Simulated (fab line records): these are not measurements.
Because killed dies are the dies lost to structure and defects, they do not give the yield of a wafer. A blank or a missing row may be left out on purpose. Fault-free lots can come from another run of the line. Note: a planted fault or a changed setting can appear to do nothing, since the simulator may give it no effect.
A lot that was struck, set against a sound lot ; flow nand_harc ; 15 steps out of a route of 1302
Sound: wafers L464.1, L464.2, L464.4. Struck: wafer L454.2. (L454.1, L454.5 of the same lot were not struck and are left out.) The cause comes at the end.
At each step with rows: each side's tool, then ch and its chambers, then its first start. Under that, the readings that differ: sound wafers ; struck wafers ; difference of the means ; sigmas: that difference in standard deviations of wafers without a fault.
alike: same words and numbers on both sides, and readings whose means sit less than 2 such deviations apart. not compared: any withheld reading, any reading some wafer has no value for, any bound like >300 that may hide the same value, and any number with overlapping values for which the record gives no deviation.
The two part at a step that has a row with sigmas, a row that says differs or no value, or rows on one side only. When numbers do not overlap yet have no deviation, they are printed without sigmas and do not part them. A reading missing from all wafers of one side parts the sides only when that side holds two or more wafers.

first, 6 steps without rows for these wafers: NHARC_A_CHANNEL_HOLE_D1_COAT_04 (resist thk 90 nm); NHARC_A_CHANNEL_HOLE_D1_SOFTBAKE_05 (time 55 s); NHARC_A_CHANNEL_HOLE_D1_EBR_06; NHARC_A_CHANNEL_HOLE_D1_EXPOSE_07 (exposes mask HOLE D1, target cd 100 nm); NHARC_A_CHANNEL_HOLE_D1_PEB_08 (peb time 65 s); NHARC_A_CHANNEL_HOLE_D1_DEVELOP_09 (develop time 35 s).
NHARC_A_CHANNEL_HOLE_D1_CD_MEAS_10 targets a cd of 100 nm.
  sound on cd_sem-03 ch 0, day 17 08:33; struck on cd_sem-02 ch 0, day 12 21:01
  alike: cd_nm
NHARC_A_CHANNEL_HOLE_D1_OVL_MEAS_11:
  sound on overlay-01, day 17 08:38; struck on overlay-02, day 12 21:07
reading;sound;struck;difference;sigmas
overlay_x_nm (nm);-0.9 -1.5 -1.6;0.7;+2.0;+2
  alike: overlay_y_nm
NHARC_A_CHANNEL_HOLE_D1_INSPECT_12:
  sound on defect_inspect-01, day 17 08:41; struck on defect_inspect-02, day 12 21:09
  alike: raw_defect_count
NHARC_A_CHANNEL_HOLE_D1_DESCUM_15: chemistry O2, time 3 s.
  sound on rie_diel-13 ch 0,1,2, day 17 08:44; struck on rie_diel-09 ch 3, day 12 21:16
reading;sound;struck;difference;sigmas
drypump_motor_current_A (A);5.6 5.6 4.8;6.6;+1.3;+3
rf_hours_counter_h (h);3 3 3;45;+42;
  alike: oes_product_au, rf_vpp_V, showerhead_plenum_p_Torr, throttle_valve_pct
NHARC_A_CHANNEL_HOLE_D1_ETCH_38: etches the open film in CF4, target depth 39 nm, time 65 s.
  sound on rie_diel-13 ch 0,2,3, day 17 08:58; struck on rie_diel-09 ch 0, day 12 21:38
reading;sound;struck;difference;sigmas
rf_hours_counter_h (h);3 3 3;39;+36;
  alike: drypump_motor_current_A, oes_product_au, rf_vpp_V, run_length_s, showerhead_plenum_p_Torr, throttle_valve_pct
NHARC_A_CHANNEL_HOLE_D1_ETCH_39: etches the open film in N2/H2, target depth 260 nm, time 325 s.
  sound: rie_diel-13 ch 0,1,3; struck: rie_diel-09 ch 2
reading;sound;struck;difference;sigmas
rf_hours_counter_h (h);3 3 3;48;+45;
  alike: drypump_motor_current_A, oes_product_au, rf_vpp_V, run_length_s, showerhead_plenum_p_Torr, throttle_valve_pct
NHARC_A_CHANNEL_HOLE_D1_ETCH_34: etches the open film in CF4/CHF3, target depth 154 nm, time 77 s.
  sound on rie_diel-13 ch 0,2,3, day 17 09:22; struck on rie_diel-09 ch 1, day 12 21:59
reading;sound;struck;difference;sigmas
rf_hours_counter_h (h);3 3 4;40;+37;
run_length_s (s);98.8 98.1 97.6;91.6;-6.6;-12
throttle_valve_pct (%);16.792 16.806 16.794;16.818;+0.021;+2
  alike: drypump_motor_current_A, oes_product_au, rf_vpp_V, showerhead_plenum_p_Torr
NHARC_A_CHANNEL_HOLE_D1_ETCH_16: etches the open film in O2/COS, target depth 3100 nm, time 806 s.
  sound: rie_diel-13 ch 0,2,3; struck: rie_diel-09 ch 3
reading;sound;struck;difference;sigmas
rf_hours_counter_h (h);3 4 3;46;+43;
  alike: drypump_motor_current_A, oes_product_au, rf_vpp_V, run_length_s, showerhead_plenum_p_Torr, throttle_valve_pct
-- the record jumps here: 16 days lie between the struck wafers' starts before and after (it left off in module A_CHANNEL_HOLE_D1 and takes up again in module END, whose first step shown is number 1302 of the route) --
NHARC_END_SORT_01:
  sound on prober-02 ch 0, day 33 02:41; struck on prober-01 ch 0, day 28 11:28
reading;sound;struck;difference;sigmas
killed_at_array;49 51 50;100;+50;+3
killed_dies;54 56 52;103;+49;+3
killed_short;4 1 2;6;+4;+2
  alike: killed_at_other, killed_at_periphery, killed_open

## WHERE THEY PART
Last at NHARC_END_SORT_01 as far as this record goes, first at NHARC_A_CHANNEL_HOLE_D1_OVL_MEAS_11.

WHY: whatever the simulator had introduced
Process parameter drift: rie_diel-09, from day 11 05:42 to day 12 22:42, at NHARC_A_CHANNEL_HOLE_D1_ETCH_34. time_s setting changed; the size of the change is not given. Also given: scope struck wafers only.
